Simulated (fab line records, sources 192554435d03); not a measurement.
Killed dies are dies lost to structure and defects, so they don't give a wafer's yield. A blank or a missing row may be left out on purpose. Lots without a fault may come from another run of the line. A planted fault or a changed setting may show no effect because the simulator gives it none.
Chamber matching | flow n5_finfet | N5_BEOL_M5_CURE_80 on uv_cure-02: 3 sister chambers
The step cures SiCOH lowk, time 120 s. 3 wafers are shown with their chamber, then 12 later ones without.

WAFERS WITH THEIR CHAMBER
wafer  | chamber | wafer_temp_C_max
L083.4 | 2       | 372.6
L086.6 | 1       | 372.4
L094.4 | 0       | 371.9

WAFERS WITHOUT THEIR CHAMBER
wafer  | wafer_temp_C_max
L094.3 | 371.6
L094.5 | 372.1
L094.6 | 371.9
L095.1 | 371.0
L095.4 | 371.3
L095.5 | 371.5
L095.2 | 371.7
L095.3 | 372.0
L095.6 | 372.2
L096.3 | 371.5
L096.4 | 372.0
L096.5 | 371.4

WHICH CHAMBER EACH WENT THROUGH
wafer  | from the rows above          | in truth
L094.3 | can't be placed: 0 or 1 or 2 | 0
L094.5 | can't be placed: 0 or 1 or 2 | 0
L094.6 | can't be placed: 0 or 1 or 2 | 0
L095.1 | can't be placed: 0 or 1 or 2 | 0
L095.4 | can't be placed: 0 or 1 or 2 | 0
L095.5 | can't be placed: 0 or 1 or 2 | 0
L095.2 | can't be placed: 0 or 1 or 2 | 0
L095.3 | can't be placed: 0 or 1 or 2 | 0
L095.6 | can't be placed: 1 or 0 or 2 | 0
L096.3 | can't be placed: 0 or 1 or 2 | 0
L096.4 | can't be placed: 0 or 1 or 2 | 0
L096.5 | can't be placed: 0 or 1 or 2 | 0
Placed correctly: 0 of 12. Can't be placed from these rows: 12 (the true chamber is among the candidates in 12). Placed wrongly: 0.
How it was worked out, from the rows above alone: a wafer's distance from a chamber is the root of the sum, over the readings, of the square of ((its reading less the chamber's mean) divided by the reading's scatter). The wafer belongs to the nearest chamber; if the next one is less than 2 further off, it can't be placed. A chamber's mean is the mean of its shown wafers. The scatter: with one shown wafer a chamber, the root of the mean of the squares of how far each hidden wafer lies from its nearest shown one.
